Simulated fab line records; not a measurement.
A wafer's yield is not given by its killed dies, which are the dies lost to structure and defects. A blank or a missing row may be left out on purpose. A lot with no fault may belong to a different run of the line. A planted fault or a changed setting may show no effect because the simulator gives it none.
2 desks looking at one fault ; flow n5Finfet ; what lay behind the numbers comes last; until then each desk has only its own

== AT THE METROLOGY DESK ==
Means of the sampled wafers that have a number, per lot and without regard to the tool the lot ran on: this is what the gauges read. A lot is out of limits, marked OUT, if its mean lies more than 4 standard deviations from the usual mean; the brackets give that distance.
Columns: A = cdNm at N5_ZERO_LAYER_CD_MEAS_11, usual 2000.4 nm; B = PWELL_OVL at N5_WELL_APT_OVL_MEAS_26, usual -8 nm
lot;first seen here;A;B
L826;day 1 12:46;2001.8;-2
L827;day 1 18:38;2000.4;-11
L828;day 2 00:48;2001.5;-13
L830;day 2 12:49;2000.0;34 (+6.9) OUT
L831;day 2 18:51;1998.1;39 (+7.7) OUT
L832;day 3 00:50;2004.3;39 (+7.7) OUT
L833;day 3 06:50;2000.1;40 (+7.9) OUT
L837;day 4 06:38;2000.7;2
L838;day 4 12:46;2000.6;-12
L840;day 5 00:39;2002.7;-11
L841;day 5 06:46;2001.2;-5
L842;day 5 12:38;1999.3;-9
L849;day 7 06:46;2000.3;-3
This desk's finding: out of limits on L830, L831, L832, L833; first on L830, day 2 15:02 (PWELL_OVL at N5_WELL_APT_OVL_MEAS_26). In limits: L826, L827, L828, L837, L838, L840, L841, L842, L849.

== THE DEFECT DESK ==
Counts from the inspections along the route, per lot, as means over the sampled wafers that have a number. A lot is out of limits, marked OUT, if its mean lies more than 4 standard deviations from the usual mean; the brackets give that distance.
Columns: A = rawDefectCount at N5_WELL_APT_INSPECT_10, usual 2.0
lot;first seen here;A
L826;day 1 13:54;2.7
L827;day 1 19:44;3.0
L828;day 2 01:46;3.0
L830;day 2 13:47;1.7
L831;day 2 19:58;2.7
L832;day 3 01:49;3.7
L833;day 3 08:10;1.3
L837;day 4 07:37;1.5
L838;day 4 13:59;2.0
L840;day 5 01:38;3.0
L841;day 5 07:44;2.0
L842;day 5 13:42;2.0
L849;day 7 07:53;2.0
This desk's finding: nothing out of limits on any of the 13 lots.

== TAKEN TOGETHER ==
At day 2 15:02 the metrology desk could have sounded an alarm, on L830, L831, L832, L833.
Nothing the defect desk looked at was out of limits.
The defect desk has L830, L831, L832, L833 on record, within its limits.
All the named lots went through N5_WELL_APT_EXPOSE_22 on krfScanner-02.

== WHAT THE SIMULATOR PUT IN ==
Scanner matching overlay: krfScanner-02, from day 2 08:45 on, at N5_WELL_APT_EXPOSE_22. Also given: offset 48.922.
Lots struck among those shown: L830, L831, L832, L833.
Time in hours between the start of the fault and the first out-of-limits reading at each desk: metrology desk, 6.
